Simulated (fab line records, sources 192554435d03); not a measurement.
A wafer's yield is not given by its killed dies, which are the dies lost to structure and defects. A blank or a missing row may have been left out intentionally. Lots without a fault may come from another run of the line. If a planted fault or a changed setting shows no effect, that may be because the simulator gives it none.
Chamber matching + flow n5_finfet + N5_BEOL_M11_DESCUM_16 on rie_diel-01 has 4 sister chambers
The step chemistry O2, time 7.9 s. 8 wafers are shown with their chamber, then 11 later ones without.

EACH WAFER AND ITS CHAMBER
| wafer  | chamber | drypump_motor_current_A (A) | showerhead_plenum_p_Torr (Torr) |
|--------|---------|-----------------------------|---------------------------------|
| L078.5 | 0       | 5.8                         | 2.22                            |
| L083.4 | 2       | 6.6                         | 2.05                            |
| L083.5 | 1       | 4.7                         | 2.13                            |
| L083.6 | 0       | 5.9                         | 2.21                            |
| L084.4 | 2       | 6.5                         | 2.05                            |
| L088.1 | 1       | 4.7                         | 2.12                            |
| L088.6 | 3       | 6.2                         | 2.00                            |
| L087.1 | 3       | 6.2                         | 2.00                            |

WAFERS WITHOUT THEIR CHAMBER
| wafer  | drypump_motor_current_A (A) | showerhead_plenum_p_Torr (Torr) |
|--------|-----------------------------|---------------------------------|
| L087.2 | 5.8                         | 2.21                            |
| L087.6 | 5.8                         | 2.21                            |
| L091.2 | 6.6                         | 2.05                            |
| L091.4 | 6.2                         | 2.00                            |
| L091.6 | 6.2                         | 2.00                            |
| L094.1 | 5.9                         | 2.21                            |
| L094.3 | 6.2                         | 2.00                            |
| L094.4 | 6.6                         | 2.05                            |
| L097.2 | 6.6                         | 2.05                            |
| L097.3 | 4.7                         | 2.12                            |
| L097.4 | 5.9                         | 2.20                            |

THE CHAMBER EACH PASSED THROUGH
| wafer  | from the rows above | in truth |
|--------|---------------------|----------|
| L087.2 | 0                   | 0        |
| L087.6 | 0                   | 0        |
| L091.2 | 2                   | 2        |
| L091.4 | 3                   | 3        |
| L091.6 | 3                   | 3        |
| L094.1 | 0                   | 0        |
| L094.3 | 3                   | 3        |
| L094.4 | 2                   | 2        |
| L097.2 | 2                   | 2        |
| L097.3 | 1                   | 1        |
| L097.4 | 0                   | 0        |
Placed correctly: 11 of 11. Number that these rows cannot place: 0. Wrongly placed: 0.
How it was worked out, from the rows above alone: a wafer's distance from a chamber is the root of the sum, over the readings, of the square of ((its reading less the chamber's mean) divided by the reading's scatter). If the next closest chamber is less than 2 further off than the closest, the wafer can't be placed; otherwise it belongs to the closest. For every chamber, the mean is computed from those of its wafers that are shown. How the scatter is found: for the shown wafers, subtract from each reading the mean of its chamber, square and add these, divide the total by (wafers less chambers), then take the root.
